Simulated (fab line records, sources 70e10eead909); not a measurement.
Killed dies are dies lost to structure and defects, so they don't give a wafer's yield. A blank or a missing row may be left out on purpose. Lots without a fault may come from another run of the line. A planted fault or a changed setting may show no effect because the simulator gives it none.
A struck lot beside a sound one | flow nand_harc | 41 steps out of a route of 1302
Sound: wafers L369.1, L369.4, L369.5. Struck: wafers L377.2, L377.3, L377.5. The cause comes at the end.
At each step with rows: each side's tool, then ch and its chambers, then its first start. Under that, the readings that differ: sound wafers | struck wafers | difference of the means | sigmas: that difference in standard deviations of wafers without a fault.
alike: readings whose means differ by less than 2 such deviations, and words and numbers that are the same on both sides. not compared: withheld readings, readings that some wafer has no value for, bounds like >300 that may hide the same value, and numbers for which the record gives no deviation and whose values overlap.
The two part at a step that has a row with sigmas, a row that says differs or no value, or rows on one side only. Numbers that don't overlap but have no deviation are shown without sigmas and don't part them. A reading that every wafer of one side lacks parts them only if that side has two wafers or more.

first, 1 step without rows for these wafers: NHARC_P_STI_HARDBAKE_13 (time 65 s).
NHARC_P_STI_DESCUM_14: chemistry O2, time 3 s.
  sound on rie_diel-09 ch 0,1,3, day 5 18:30; struck on rie_diel-11 ch 0,1,2, day 9 02:20
  alike: drypump_motor_current_A, oes_product_au, rf_vpp_V, showerhead_plenum_p_Torr, throttle_valve_pct
  not compared: rf_hours_counter_h
NHARC_P_STI_ETCH_42: etches the open film in N2/H2, target depth 80 nm, overetch 24 nm, time 61 s.
  sound on rie_diel-09 ch 0,2,3, day 5 18:35; struck on rie_diel-11 ch 0,2,3, day 9 02:25
  alike: drypump_motor_current_A, oes_product_au, rf_vpp_V, showerhead_plenum_p_Torr, throttle_valve_pct
  not compared: rf_hours_counter_h
NHARC_P_STI_ETCH_31: etches the open film in CF4/CHF3, target depth 108.9 nm, time 54.5 s.
  sound on rie_diel-09 ch 2,3; struck on rie_diel-11 ch 1,2
  alike: drypump_motor_current_A, oes_product_au, rf_vpp_V, showerhead_plenum_p_Torr, throttle_valve_pct
  not compared: rf_hours_counter_h
NHARC_P_STI_ETCH_15: etches the open film in HBr/Cl2, target depth 300 nm, time 100.1 s.
  sound on rie_si-01 ch 0,2, day 5 18:47; struck on rie_si-05 ch 0,3, day 9 02:35
  alike: drypump_motor_current_A, oes_product_au, throttle_valve_pct
  not compared: rf_hours_counter_h
NHARC_P_STI_CD_MEAS_16:
  sound on cd_sem-02, day 5 18:56; struck on cd_sem-02, day 9 02:45
  alike: cd_nm
NHARC_P_STI_OCD_MEAS_17:
  sound on ocd-02, day 5 19:01; struck on ocd-02, day 9 02:50
  alike: trench_depth_nm, trench_foot_cd_nm
then, 3 steps without rows for these wafers: NHARC_P_STI_STRIP_19 (strips in SPM, time 900 s); NHARC_P_STI_PRECLEAN_32 (cleans in SC1); NHARC_P_STI_SRD_23.
NHARC_P_STI_OCD_MEAS_43:
  sound on ocd-01, day 5 19:32; struck on ocd-01, day 9 03:20
  alike: trench_depth_nm, trench_foot_cd_nm
then, 1 step without rows for these wafers: NHARC_P_STI_OXIDE_33 (material SiO2, target thk 10 nm, ox time 281 s).
NHARC_P_STI_HDPCVD_20: deposits SiO2.
  sound on hdpcvd-01 ch 0, day 6 04:40; struck on hdpcvd-01 ch 0, day 9 11:02
then, 1 step without rows for these wafers: NHARC_P_STI_ANNEAL_34 (time 1800 s).
NHARC_P_STI_CMP_21: polishes, t overpolish 20 s, target thk 380.67 nm.
  sound on cmp-01 ch 2,3, day 6 15:19; struck on cmp-01 ch 1,3, day 9 19:39
  alike: motor_current_A, overpolish_run_s
  not compared: pad_life_wafers
then, 19 steps without rows for these wafers: NHARC_P_STI_SRD_35; NHARC_P_STI_ETCH_36 (etches SiO2 in dHF, target depth 38.8 nm); NHARC_P_STI_STRIP_24 (strips Si3N4 in H3PO4); NHARC_P_STI_ETCH_37 (etches SiO2 in dHF, target depth 11 nm); NHARC_P_STI_PRECLEAN_38 (cleans in SC1); NHARC_P_STI_SRD_39; NHARC_P_STI_OXIDE_40 (material SiO2, target thk 10 nm, ox time 1362 s); NHARC_P_GATE_ETCH_69 (etches SiO2 in dHF, target depth 14 nm); NHARC_P_GATE_PRECLEAN_70 (cleans in SC1); NHARC_P_GATE_SRD_01; NHARC_P_GATE_OXIDE_02 (material SiO2, target thk 37.5 nm, ox time 365 s); NHARC_P_GATE_DEHYDRATE_03 (time 120 s); NHARC_P_GATE_HMDS_04 (time 30 s); NHARC_P_GATE_COAT_05; NHARC_P_GATE_SOFTBAKE_06 (time 95 s); NHARC_P_GATE_EBR_07; NHARC_P_GATE_EXPOSE_08 (exposes mask P HV); NHARC_P_GATE_PEB_09 (peb time 85 s); NHARC_P_GATE_DEVELOP_10 (time 70 s).
NHARC_P_GATE_CD_MEAS_11: target cd 1640 nm.
  sound on cd_sem-01 ch 0, day 7 08:40; struck on cd_sem-02 ch 0, day 10 12:46
  alike: cd_nm
then, 5 steps without rows for these wafers: NHARC_P_GATE_HARDBAKE_12 (time 80 s); NHARC_P_GATE_DESCUM_13 (chemistry O2, time 3 s); NHARC_P_GATE_ETCH_14 (etches SiO2 in dHF, target depth 48.8 nm); NHARC_P_GATE_STRIP_15 (strips in SPM, time 780 s); NHARC_P_GATE_PRECLEAN_71 (cleans in SC1).
-- the record jumps here: 19 days lie between the struck wafers' starts before and after (it left off in module P_GATE and takes up again in module END, whose first step shown is number 1302 of the route) --
NHARC_END_SORT_01:
  sound on prober-01 ch 0, day 27 06:29; struck on prober-02 ch 0, day 29 23:00
  reading             | sound    | struck   | difference | sigmas
  killed_at_array     | 68 70 76 | 39 52 38 | -28        | -2
  killed_at_periphery | 4 6 5    | 63 66 63 | +59        | +24
  alike: killed_at_other, killed_dies, killed_open, killed_short

WHERE THEY PART
Only at NHARC_END_SORT_01, within this record.

WHY: what the simulator had put in
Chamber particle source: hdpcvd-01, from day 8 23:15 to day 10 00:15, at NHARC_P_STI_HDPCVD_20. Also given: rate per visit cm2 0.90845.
